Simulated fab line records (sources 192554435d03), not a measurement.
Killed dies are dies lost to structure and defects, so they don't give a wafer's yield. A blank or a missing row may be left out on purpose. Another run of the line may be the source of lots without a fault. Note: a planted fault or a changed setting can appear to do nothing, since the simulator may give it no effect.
Which tool was responsible? ; flow n5 finfet ; 6 lots with 14 wafers sampled at 3 steps, on a route of 1938 steps

WHAT EACH GAUGE READ, for each wafer
N5_BEOL_M12_OVL_MEAS_29.
lot;measured;on;M12_OVL (nm)
L170;day 11 00:31;overlay-02;-7 -8 3
L174;day 12 10:47;overlay-02;0 -3 -1
L180;day 13 16:34;overlay-02;5 0 -3
L181;day 14 04:31;overlay-01;-2 -4 -4
L187;day 15 04:26;overlay-02;67
L188;day 15 13:23;overlay-02;56

WHICH TOOL RAN EACH LOT (tool, then ch and the chambers of the sampled wafers, then the start)
lot;N5_BEOL_M12_ETCH_59;N5_BEOL_M12_EXPOSE_25
L170;rie diel-04 ch 2,3, day 10 23:35;krf scanner-01 ch 0, day 11 00:19
L174;rie diel-01 ch 0,1,2, day 12 09:58;krf scanner-01 ch 0, day 12 10:35
L180;rie diel-01 ch 0,2, day 13 15:46;krf scanner-02 ch 0, day 13 16:23
L181;rie diel-05 ch 2,3, day 14 03:42;krf scanner-01 ch 0, day 14 04:19
L187;rie diel-01 ch 0, day 15 03:38;krf scanner-01 ch 0, day 15 04:15
L188;rie diel-04 ch 0, day 15 12:35;krf scanner-01 ch 0, day 15 13:13
- N5_BEOL_M12_ETCH_59: etches BARC in N2/H2, target depth 89 nm, overetch 26.7 nm, time 67.9 s.
- N5_BEOL_M12_EXPOSE_25: exposes mask M12.

THE ANSWER, worked out from the rows above alone
Rule: the lots themselves supply what counts as usual. Put in order of their means at a reading, lots are off if they are a third of the lots or fewer, leave a main group of 4 or more, and stand apart from it by a gap of 3 or more times the standard deviation of the main group's means; of several such gaps the widest counts. If all means in a main group match to the digits the tables above print for the reading, that group is not used. A lot without any number at a reading at which 4 lots or more have one is off too. The other lots that the step has rows for count as sound.
Off: L187, L188, seen at N5_BEOL_M12_OVL_MEAS_29 (M12_OVL). The main group: mean -2 nm, standard deviation 1.8.
If a tool, at a process step before that reading, ran all the lots that are off and no sound lot after the first of them, it fits. Those tools and the gauges at N5_BEOL_M12_OVL_MEAS_29 are tried in the same way. 2 tools fit, krf scanner-01 at N5_BEOL_M12_EXPOSE_25 and overlay-02 at N5_BEOL_M12_OVL_MEAS_29, so this cannot tell which one it is.

WHAT THE SIMULATOR PUT IN
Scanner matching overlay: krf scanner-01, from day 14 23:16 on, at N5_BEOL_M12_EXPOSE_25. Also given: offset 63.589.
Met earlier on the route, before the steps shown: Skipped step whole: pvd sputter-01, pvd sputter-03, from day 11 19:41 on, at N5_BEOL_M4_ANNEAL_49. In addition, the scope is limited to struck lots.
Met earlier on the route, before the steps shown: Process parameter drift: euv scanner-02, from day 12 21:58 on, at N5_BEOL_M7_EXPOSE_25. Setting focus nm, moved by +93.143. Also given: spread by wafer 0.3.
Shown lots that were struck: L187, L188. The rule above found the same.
